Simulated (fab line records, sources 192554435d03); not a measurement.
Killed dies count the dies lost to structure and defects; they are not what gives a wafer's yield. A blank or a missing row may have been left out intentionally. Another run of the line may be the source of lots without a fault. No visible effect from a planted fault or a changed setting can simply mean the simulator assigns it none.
A lot that was struck, set against a sound lot	flow n5Finfet	22 out of 1938 route steps
Sound: these wafers, L475.2, L475.3, L475.5. Struck: wafer L481.3. (L481.6 of the same lot was not struck and is left out.) The cause comes at the end.
Each step with rows lists, per side, the tool, then ch with its chambers, then its first start. Under that, the readings that differ: sound wafers	struck wafers	difference of the means	sigmas: that difference in standard deviations of wafers without a fault.
alike: readings whose means differ by less than 2 such deviations, and words and numbers that are the same on both sides. not compared: withheld readings, readings that some wafer has no value for, bounds like >300 that may hide the same value, and numbers for which the record gives no deviation and whose values overlap.
A row with sigmas, a row that says differs or no value, or rows on one side alone: a step with any of these is where the two part. Non-overlapping numbers with no deviation appear without sigmas and do not part them. Lack of a reading on every wafer of one side parts them only where that side has two or more wafers.

first, 6 steps without rows for these wafers: N5_BEOL_M2_COAT_05 (resist thk 30 nm); N5_BEOL_M2_EBR_07; N5_BEOL_M2_SOFTBAKE_06 (time 60 s); N5_BEOL_M2_EXPOSE_08 (exposes mask M2); N5_BEOL_M2_PEB_09 (peb time 60 s); N5_BEOL_M2_DEVELOP_10 (develop time 30 s).
N5_BEOL_M2_CD_MEAS_11 targets a cd of 16.79 nm.
  sound on cdSem-02 ch 0, day 8 07:37; struck on cdSem-03 ch 0, day 10 10:34
  alike: cdNm
N5_BEOL_M2_OVL_MEAS_12:
  sound on overlay-01 ch 0, day 8 07:40; struck on overlay-01 ch 0, day 10 10:36
  alike: M2_OVL
N5_BEOL_M2_INSPECT_13: inspects for defects (brightfield).
  sound: defectInspect-01 at day 8 07:43; struck: defectInspect-02 at day 10 10:39
  alike: rawDefectCount
N5_BEOL_M2_DESCUM_16: chemistry O2, time 7 s.
  sound on rieDiel-02 ch 0,2, day 8 07:45; struck on rieDiel-06 ch 0, day 10 10:52
reading	sound	struck	difference	sigmas
drypumpMotorCurrentA (A)	6.5 5.3 5.2	6.9	+1.2	+2
  alike: oesProductAu, rfVppV, showerheadPlenumPTorr, throttleValvePct
  not compared: rfHoursCounterH
N5_BEOL_M2_ETCH_74: etches underlayer in N2/H2, target depth 6.5 nm, time 5.2 s.
  sound on rieDiel-02 ch 0,2, day 8 07:47; struck on rieDiel-06 ch 0, day 10 10:55
reading	sound	struck	difference	sigmas
drypumpMotorCurrentA (A)	6.5 5.3 5.3	6.8	+1.1	+2
etchRfOnTimeS (s)	5.12 5.05 5.04	5.29	+0.22	+3
  alike: oesProductAu, rfVppV, showerheadPlenumPTorr, throttleValvePct
  not compared: rfHoursCounterH
N5_BEOL_M2_ETCH_63: etches SiARC in CF4, target depth 15.6 nm, time 26 s.
  sound on rieDiel-02 ch 0,2, day 8 07:48; struck on rieDiel-06 ch 0, day 10 10:56
reading	sound	struck	difference	sigmas
drypumpMotorCurrentA (A)	6.4 5.2 5.3	6.9	+1.3	+3
etchRfOnTimeS (s)	25.5 25.3 25.4	26.3	+0.9	+2
  alike: oesProductAu, rfVppV, showerheadPlenumPTorr, throttleValvePct
  not compared: rfHoursCounterH
N5_BEOL_M2_ETCH_64: etches SOC in N2/H2, target depth 75 nm, overetch 22.5 nm, time 121.9 s.
  sound on rieDiel-02 ch 0,2, day 8 07:50; struck on rieDiel-06 ch 0, day 10 10:57
reading	sound	struck	difference	sigmas
drypumpMotorCurrentA (A)	6.5 5.3 5.2	6.9	+1.2	+2
oesProductAu (a.u.)	0.62 0.66 0.67	0.53	-0.12	-2
model.SiARC_of_BEOL_M2_COAT_62.thkNm (nm)	6.2 6.2 6	4.8	-1.3	
model.BEOL_M2.cdOffsetNm (nm)	-0.2 0.4 0.2	0.8	+0.7	
  alike: rfVppV, showerheadPlenumPTorr, throttleValvePct
  not compared: rfHoursCounterH
then, 2 steps without rows for these wafers: N5_BEOL_M2_STRIP_65 (strips in N2/H2); N5_BEOL_M2_STRIP_75 (strips in N2/H2).
N5_BEOL_M2_STRIP_66: strips in CF4.
  sound on rieDiel-02 ch 0,2, day 8 07:58; struck on rieDiel-06 ch 0, day 10 11:05
reading	sound	struck	difference	sigmas
drypumpMotorCurrentA (A)	6.5 5.3 5.2	6.9	+1.2	+2
  alike: oesProductAu, rfVppV, showerheadPlenumPTorr, throttleValvePct
  not compared: rfHoursCounterH
N5_BEOL_M2_HM_OPEN_17: chemistry Cl2/BCl3, target TiN, target depth 20 nm, overetch 6 nm.
  sound on rieMetal-02 ch 0,1, day 8 08:00; struck on rieMetal-01 ch 1, day 10 11:10
reading	sound	struck	difference	sigmas
bcl3FlowSccm (sccm)	21.69 21.82 21.82	21.63	-0.15	-2
model.etch.depthNm (nm)	19.91 20.16 20.06	17.23	-2.81	
model.BEOL_M2.cdOffsetNm (nm)	-0.2 0.4 0.2	0.8	+0.7	
  alike: drypumpMotorCurrentA, oesProductAu, throttleValvePct
  not compared: rfHoursCounterH
N5_BEOL_M2_STRIP_19: strips in O2.
  sound on rieDiel-06 ch 0,1, day 8 08:07; struck on rieDiel-02 ch 2, day 10 11:14
  alike: drypumpMotorCurrentA, oesProductAu, rfVppV, showerheadPlenumPTorr, throttleValvePct
  not compared: rfHoursCounterH
N5_BEOL_M2_CD_MEAS_18: pitch 36 nm, target cd 18 nm.
  sound: cdSem-03 at day 8 08:11; struck: cdSem-02 at day 10 11:19
reading	sound	struck	difference	sigmas
cdNm (nm)	17.82 18.41 18.05	19.01	+0.92	+4
then, 1 step without rows for these wafers: N5_BEOL_M2_COAT_67 (time 60 s, resist thk 60 nm).
N5_BEOL_M4_RC_MEAS_101:
  sound on prober-02 ch 0, day 9 14:36; struck on prober-01 ch 0, day 11 12:07
reading	sound	struck	difference	sigmas
IOFF_N (nA/um)	0.125 0.158 0.166	0.202	+0.052	+2
IOFF_P (nA/um)	0.161 0.193 0.201	0.271	+0.086	+3
ION_N (uA/um)	655 686 666	687	+18	+2
ION_P (uA/um)	444 465 456	475	+20	+3
VT_N (mV)	256.7 249.2 249.7	243.5	-8.4	-3
VT_P (mV)	-255.4 -253.4 -252.3	-244.8	+8.9	+3
  alike: DIBL_N, DIBL_P, SS_N, SS_P
N5_PASSIVATION_PROBE_49:
  rows exist in the record for the sound wafers here (prober-02, day 14 05:05), none for the struck ones

WHERE THEY PART
Earliest at N5_BEOL_M2_DESCUM_16; latest, in this record, at N5_PASSIVATION_PROBE_49.

WHY: whatever the simulator had introduced
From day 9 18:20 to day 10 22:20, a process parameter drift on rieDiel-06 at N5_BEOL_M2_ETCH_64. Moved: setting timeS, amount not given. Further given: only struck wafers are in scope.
